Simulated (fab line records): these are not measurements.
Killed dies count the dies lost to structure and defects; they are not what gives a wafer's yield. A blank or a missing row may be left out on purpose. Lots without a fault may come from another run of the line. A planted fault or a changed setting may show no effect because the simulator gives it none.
8D (eight disciplines) problem report, filled in by code || flow n5_finfet || the parts of the form that need people (team, actions taken, sign-off) are left out

## 1. THE PROBLEM
N5_PASSIVATION_PROBE_49, killed_at_M4_up: mean 83 on 3 wafers (1 lot); fault-free wafers 14, standard deviation 5.6. That puts it +12 standard deviations away from the usual mean.
Earliest sighting: wafer L364.3 on prober-01 at day 19 00:03. Wafers with a number at this step in the record: 15, from 5 lots. By rule, "out" or "out of limits" means more than 4 standard deviations away from the usual mean. The other wafers with a number count as sound.

## 2. WHAT IT IS, AND WHAT IT ISN'T
{"question": "which readings at this step", "is": "killed_at_M4_up", "is not": "killed_at_M0_to_M3, killed_at_contacts, killed_at_front_end, killed_at_other, killed_open, killed_short, sort_bin_6_memory"}
{"question": "which lots", "is": "L364", "is not": "L356, L362, L367, L368"}
{"question": "which wafers of those lots", "is": "all that have a number", "is not": "-"}
{"question": "read on which tools", "is": "prober-01", "is not": "prober-02"}
{"question": "when", "is": "from day 19 00:03", "is not": "up to then (9 sound wafers); but 3 sound wafers of L367 came after"}

## 3. THE SUSPECTS, EACH WITH WHAT RULES IT OUT
Counting: a tool at a process step up to the reading stays a suspect if it ran every lot that is out and no sound lot after the first of them.
- pvd_sputter-01 at N5_BEOL_M11_SPUTTER_48 (material Cu, target thk 12 nm, time 2 s): kept. It ran the lot that is out, L364 (day 17 03:07), and no sound lot after that; its last sound lot up to then is L362 (day 15 16:01).
- rie_diel-01 at N5_PASSIVATION_PASS_ETCH_47 (etches SiNx in CF4/O2, target depth 770 nm, time 385 s): kept. It ran the lot that is out, L364 (day 18 20:57), and no sound lot after that; its last sound lot up to then is L356 (day 15 18:46).
- prober-01 at N5_PASSIVATION_PROBE_49: kept. It ran the lot that is out, L364 (day 19 00:03), and no sound lot after that; its last sound lot up to then is L368 (day 18 21:50). On those wafers its own readings are out: killed_at_M4_up.
After the count, these remain: pvd_sputter-01 at N5_BEOL_M11_SPUTTER_48, rie_diel-01 at N5_PASSIVATION_PASS_ETCH_47 and prober-01 at N5_PASSIVATION_PROBE_49.

## 4. THE CAUSE (what the simulator had put in)
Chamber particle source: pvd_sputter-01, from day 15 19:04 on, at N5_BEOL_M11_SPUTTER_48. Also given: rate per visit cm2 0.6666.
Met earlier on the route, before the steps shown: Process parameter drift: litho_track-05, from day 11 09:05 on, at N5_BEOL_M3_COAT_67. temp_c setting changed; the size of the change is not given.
This tool is one of the 3 suspects left after counting.

## 5. THE EFFECT CHAIN, in route order
One row per reading whose mean, taken over the struck wafers that have a number, lies over 3 standard deviations from the usual. Readings are gone through only where the record gives a usual standard deviation; hours: the median, over the lots, of the time from a lot's start at the first step in this table giving one to that lot's start at this step; sigmas: the change measured in usual standard deviations.
{"hours": 0, "step": "N5_PASSIVATION_PROBE_49", "reading": "defect_limited_yield", "usual": "91.2 %", "on struck wafers": 85.9, "change": -5.3, "sigmas": -3.8}
{"hours": 0, "step": "N5_PASSIVATION_PROBE_49", "reading": "killed_at_M4_up", "usual": 14, "on struck wafers": 83, "change": "+69", "sigmas": "+12"}
{"hours": 0, "step": "N5_PASSIVATION_PROBE_49", "reading": "killed_dies", "usual": 104, "on struck wafers": 166, "change": "+62", "sigmas": "+3.7"}
{"hours": 0, "step": "N5_PASSIVATION_PROBE_49", "reading": "sort_bin_5_function", "usual": "5.1 %", "on struck wafers": 8.7, "change": "+3.6", "sigmas": "+3.8"}
{"hours": 0, "step": "N5_PASSIVATION_PROBE_49", "reading": "sort_n_pass", "usual": 1076, "on struck wafers": 1014, "change": -62, "sigmas": -3.7}
{"hours": 0, "step": "N5_PASSIVATION_PROBE_49", "reading": "sort_yield_pct", "usual": "91.2 %", "on struck wafers": 85.9, "change": -5.3, "sigmas": -3.8}
The process steps in it:
- N5_PASSIVATION_PROBE_49

## 6. WHAT WOULD HAVE CAUGHT IT SOONER
77 hours passed between the start of the fault at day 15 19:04 and the first reading out of limits in this record, taken at day 19 00:03.
Of the tool readings at N5_BEOL_M11_SPUTTER_48 for which the record gives a usual standard deviation, none was out on any struck wafer, so an alarm limit of 4 standard deviations on them would not have fired.
Lots out: 1; all had begun N5_BEOL_M11_SPUTTER_48 on pvd_sputter-01 by day 19 00:03. A hold on the tool at that time would have spared none of them.
